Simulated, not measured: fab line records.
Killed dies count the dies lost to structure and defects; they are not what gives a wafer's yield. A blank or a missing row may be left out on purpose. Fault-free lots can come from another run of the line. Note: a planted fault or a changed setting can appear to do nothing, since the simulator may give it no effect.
Which tool did it? || flow n5Finfet || Sampling: 11 lots, 31 wafers, 2 of 1938 route steps

WHAT EACH GAUGE READ, for each wafer
N5_BEOL_M10_INSPECT_13: inspects for defects (brightfield).
{"lot": "L607", "measured": "day 11 19:11", "on": "defectInspect-01", "rawDefectCount": "332 441 435"}
{"lot": "L606", "measured": "day 11 19:22", "on": "defectInspect-01", "rawDefectCount": "484 473 424"}
{"lot": "L610", "measured": "day 11 21:25", "on": "defectInspect-02", "rawDefectCount": "436 442"}
{"lot": "L612", "measured": "day 12 04:03", "on": "defectInspect-02", "rawDefectCount": "484 299 514"}
{"lot": "L613", "measured": "day 12 04:20", "on": "defectInspect-01", "rawDefectCount": "373 383 284"}
{"lot": "L609", "measured": "day 13 08:18", "on": "defectInspect-01", "rawDefectCount": "417 563 438"}
{"lot": "L621", "measured": "day 14 20:05", "on": "defectInspect-02", "rawDefectCount": "259 264 261"}
{"lot": "L624", "measured": "day 15 15:44", "on": "defectInspect-02", "rawDefectCount": "492 459"}
{"lot": "L626", "measured": "day 16 03:24", "on": "defectInspect-02", "rawDefectCount": "319 386 436"}
{"lot": "L628", "measured": "day 16 18:42", "on": "defectInspect-01", "rawDefectCount": "458 439 486"}
{"lot": "L627", "measured": "day 16 18:56", "on": "defectInspect-01", "rawDefectCount": "531 630 490"}

WHAT TOOL EACH LOT RAN ON (gives the tool, then ch and the chambers of the sampled wafers, and finally the start)
{"lot": "L607", "N5_BEOL_M10_COAT_60": "lithoTrack-03 ch 0, day 11 18:46"}
{"lot": "L606", "N5_BEOL_M10_COAT_60": "lithoTrack-05 ch 0, day 11 18:53"}
{"lot": "L610", "N5_BEOL_M10_COAT_60": "lithoTrack-05 ch 0, day 11 20:59"}
{"lot": "L612", "N5_BEOL_M10_COAT_60": "lithoTrack-05 ch 0, day 12 03:38"}
{"lot": "L613", "N5_BEOL_M10_COAT_60": "lithoTrack-05 ch 0, day 12 03:55"}
{"lot": "L609", "N5_BEOL_M10_COAT_60": "lithoTrack-05 ch 0, day 13 07:53"}
{"lot": "L621", "N5_BEOL_M10_COAT_60": "lithoTrack-01 ch 0, day 14 19:47"}
{"lot": "L624", "N5_BEOL_M10_COAT_60": "lithoTrack-05 ch 0, day 15 15:19"}
{"lot": "L626", "N5_BEOL_M10_COAT_60": "lithoTrack-05 ch 0, day 16 03:06"}
{"lot": "L628", "N5_BEOL_M10_COAT_60": "lithoTrack-05 ch 0, day 16 18:25"}
{"lot": "L627", "N5_BEOL_M10_COAT_60": "lithoTrack-01 ch 0, day 16 18:31"}
- N5_BEOL_M10_COAT_60: time 60 s, resist thk 30 nm.

THE ANSWER, worked out from the rows above alone
Rule: usual is defined by the lots themselves. Put in order of their means at a reading, lots are off if they are a third of the lots or fewer, leave a main group of 4 or more, and stand apart from it by a gap of 3 or more times the standard deviation of the main group's means; of several such gaps the widest counts. A main group whose means are all the same, to the digits that the tables above print for the reading, isn't used. Also off: a lot with no number at a reading for which 4 or more lots have one. Any other lot the step has rows for is counted as sound.
Across all readings shown, no lot is off: no conclusion can be drawn from this.

WHAT WAS PUT IN BY THE SIMULATOR
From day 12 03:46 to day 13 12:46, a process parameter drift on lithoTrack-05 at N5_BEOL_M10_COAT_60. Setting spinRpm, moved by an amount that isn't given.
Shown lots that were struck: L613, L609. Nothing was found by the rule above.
